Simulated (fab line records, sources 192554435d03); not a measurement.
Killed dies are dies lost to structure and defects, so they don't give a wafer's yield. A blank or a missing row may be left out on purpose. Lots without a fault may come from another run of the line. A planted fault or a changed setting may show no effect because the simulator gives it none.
One fault seen from 2 desks | flow n5_finfet | each desk has only its own numbers; what lay behind them comes last

THE METROLOGY DESK
What the gauges read, lot by lot, whatever tool the lot ran on: means of the sampled wafers that have a number. A lot is out of limits, marked OUT, if its mean lies more than 4 standard deviations from the usual mean; the brackets give that distance.
Columns: A = cd_nm at N5_BEOL_M6_CD_MEAS_35, usual 40.4 nm
lot  | first seen here | A
L424 | day 8 09:35     | 40.5
L425 | day 9 04:01     | 40.1
L427 | day 9 12:59     | 40.6
L428 | day 9 16:29     | 40.8
L430 | day 10 12:34    | 39.6
L432 | day 10 18:44    | 40.1
L433 | day 10 22:16    | 40.2
L439 | day 13 01:32    | 40.6
L445 | day 15 00:50    | 40.4
L446 | day 15 09:54    | 40.1
This desk's finding: nothing out of limits on any of the 10 lots.

THE TOOL OWNER'S DESK: rie_diel-04
The tool's own readings at N5_BEOL_M6_VIA_ETCH_34 (etches SiCOH lowk in C4F6/O2, target depth 126.3 nm, time 50.9 s): means of the sampled wafers that have a number, for each lot that ran on this tool. A lot is out of limits, marked OUT, if its mean lies more than 4 standard deviations from the usual mean; the brackets give that distance. Of its 9 readings 7 are shown: the one that was out of limits first, and those that lie furthest out on some lot.
Columns: A = O2_flow_sccm at N5_BEOL_M6_VIA_ETCH_34, usual 10.000 sccm; B = drypump_motor_current_A at N5_BEOL_M6_VIA_ETCH_34, usual 5.7 A; C = oes_product_au at N5_BEOL_M6_VIA_ETCH_34, usual 0.79 a.u.; D = rf_fwd_power_W at N5_BEOL_M6_VIA_ETCH_34, usual 341.1 W; E = run_length_s at N5_BEOL_M6_VIA_ETCH_34, usual 74.0 s; F = showerhead_plenum_p_Torr at N5_BEOL_M6_VIA_ETCH_34, usual 2.81 Torr; G = throttle_valve_pct at N5_BEOL_M6_VIA_ETCH_34, usual 20.76 %
lot  | first seen here | A      | B   | C    | D     | E               | F    | G
L424 | day 8 09:11     | 9.978  | 5.4 | 0.78 | 340.6 | 73.7            | 2.82 | 20.63
L428 | day 9 16:05     | 9.990  | 5.5 | 0.76 | 339.8 | 73.8            | 2.81 | 20.65
L439 | day 13 01:08    | 10.021 | 5.4 | 0.81 | 341.4 | 74.0            | 2.84 | 20.57
L445 | day 15 00:25    | 10.027 | 5.5 | 0.75 | 342.6 | 77.7 (+8.6) OUT | 2.84 | 20.84
L446 | day 15 09:31    | 10.044 | 5.3 | 0.73 | 342.0 | 75.9 (+4.5) OUT | 2.72 | 20.57
This desk's finding: out of limits on L445, L446; first on L445, day 15 00:25 (run_length_s at N5_BEOL_M6_VIA_ETCH_34). In limits: L424, L428, L439.

PUT TOGETHER
The tool owner's desk could have raised an alarm at day 15 00:25, on L445, L446.
The metrology desk saw nothing out of limits.
The metrology desk has L445, L446 on record, within its limits.
Of the lots named, all ran N5_BEOL_M6_VIA_ETCH_34 on rie_diel-04.

WHAT THE SIMULATOR HAD PUT IN
Process parameter drift: rie_diel-04, from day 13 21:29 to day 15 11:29, at N5_BEOL_M6_VIA_ETCH_34. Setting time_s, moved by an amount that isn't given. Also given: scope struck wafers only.
Lots struck among those shown: L445, L446.
Hours from the fault's start to each desk's first reading out of limits: the tool owner's desk, 27.
